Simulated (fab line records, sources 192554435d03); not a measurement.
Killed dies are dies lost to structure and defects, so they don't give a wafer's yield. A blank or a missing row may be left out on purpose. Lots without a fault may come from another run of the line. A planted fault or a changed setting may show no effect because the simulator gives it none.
Which tool did it? | flow n5_finfet | 10 lots, 30 wafers sampled, at 5 steps of a route of 1938

WHAT THE GAUGES READ, wafer by wafer
N5_BEOL_M4_THK_MEAS_01.
lot  | measured     | on            | M4_ILD_THK (nm)
L908 | day 7 16:47  | film_metro-01 | 78.4 77.1 78.8
L914 | day 9 09:47  | film_metro-01 | 78.9 78.8 80.0
L918 | day 10 08:07 | film_metro-02 | 79.1 79.8 79.6
L919 | day 10 10:48 | film_metro-02 | 78.5 79.1 79.2
L920 | day 10 23:35 | film_metro-02 | 79.4 80.6 80.4
L921 | day 11 03:23 | film_metro-01 | 79.5 78.7 79.6
L922 | day 11 06:29 | film_metro-01 | 82.2 78.4 79.8
L923 | day 11 09:19 | film_metro-01 | 78.3 82.1 78.7
L924 | day 11 20:05 | film_metro-02 | 77.3 78.6 78.4
L930 | day 13 07:36 | film_metro-01 | 78.6 77.9 79.2

WHICH TOOL RAN EACH LOT (tool, then ch and the chambers of the sampled wafers, then the start)
lot  | N5_BEOL_M3_SPUTTER_48        | N5_BEOL_M3_ANNEAL_49         | N5_BEOL_M3_ANNEAL_89         | N5_BEOL_M4_ILD_DEP_00
L908 | pvd_sputter-02, day 7 13:50  | pvd_sputter-02, day 7 13:55  | pvd_sputter-02, day 7 14:47  | pecvd-02 ch 0,1,2, day 7 16:43
L914 | pvd_sputter-03, day 9 06:49  | pvd_sputter-03, day 9 06:54  | pvd_sputter-03, day 9 07:47  | pecvd-03 ch 0,2, day 9 09:43
L918 | pvd_sputter-02, day 10 05:05 | pvd_sputter-02, day 10 05:10 | pvd_sputter-02, day 10 06:03 | pecvd-03 ch 0,1,2, day 10 08:02
L919 | pvd_sputter-01, day 10 07:52 | pvd_sputter-01, day 10 07:56 | pvd_sputter-01, day 10 08:49 | pecvd-03 ch 0,2, day 10 10:44
L920 | pvd_sputter-03, day 10 20:38 | pvd_sputter-03, day 10 20:43 | pvd_sputter-03, day 10 21:36 | pecvd-01 ch 0,2, day 10 23:31
L921 | pvd_sputter-03, day 11 00:26 | pvd_sputter-03, day 11 00:31 | pvd_sputter-03, day 11 01:24 | pecvd-01 ch 0,2, day 11 03:19
L922 | pvd_sputter-02, day 11 03:31 | pvd_sputter-02, day 11 03:35 | pvd_sputter-02, day 11 04:28 | pecvd-03 ch 0,1,2, day 11 06:25
L923 | pvd_sputter-02, day 11 06:21 | pvd_sputter-02, day 11 06:26 | pvd_sputter-02, day 11 07:19 | pecvd-03 ch 0,1,2, day 11 09:15
L924 | pvd_sputter-02, day 11 17:08 | pvd_sputter-02, day 11 17:13 | pvd_sputter-02, day 11 18:06 | pecvd-02 ch 0,2, day 11 20:01
L930 | pvd_sputter-02, day 13 04:40 | pvd_sputter-02, day 13 04:44 | pvd_sputter-02, day 13 05:37 | pecvd-02 ch 0,2, day 13 07:32
- N5_BEOL_M3_SPUTTER_48: material Cu, target thk 4.5 nm, time 8.29 s.
- N5_BEOL_M3_ANNEAL_49: time 240 s.
- N5_BEOL_M3_ANNEAL_89: time 240 s.
- N5_BEOL_M4_ILD_DEP_00: deposits SiOC from DEMS/O2, target thk 79 nm, time 15.3 s.

THE ANSWER, worked out from the rows above alone
Rule: what is usual is taken from the lots themselves. Put in order of their means at a reading, lots are off if they are a third of the lots or fewer, leave a main group of 4 or more, and stand apart from it by a gap of 3 or more times the standard deviation of the main group's means; of several such gaps the widest counts. A main group whose means are all the same, to the digits that the tables above print for the reading, isn't used. A lot without any number at a reading at which 4 lots or more have one is off too. The other lots that the step has rows for count as sound.
No lot is off at any reading shown: from this, nothing can be told.

WHAT THE SIMULATOR HAD PUT IN
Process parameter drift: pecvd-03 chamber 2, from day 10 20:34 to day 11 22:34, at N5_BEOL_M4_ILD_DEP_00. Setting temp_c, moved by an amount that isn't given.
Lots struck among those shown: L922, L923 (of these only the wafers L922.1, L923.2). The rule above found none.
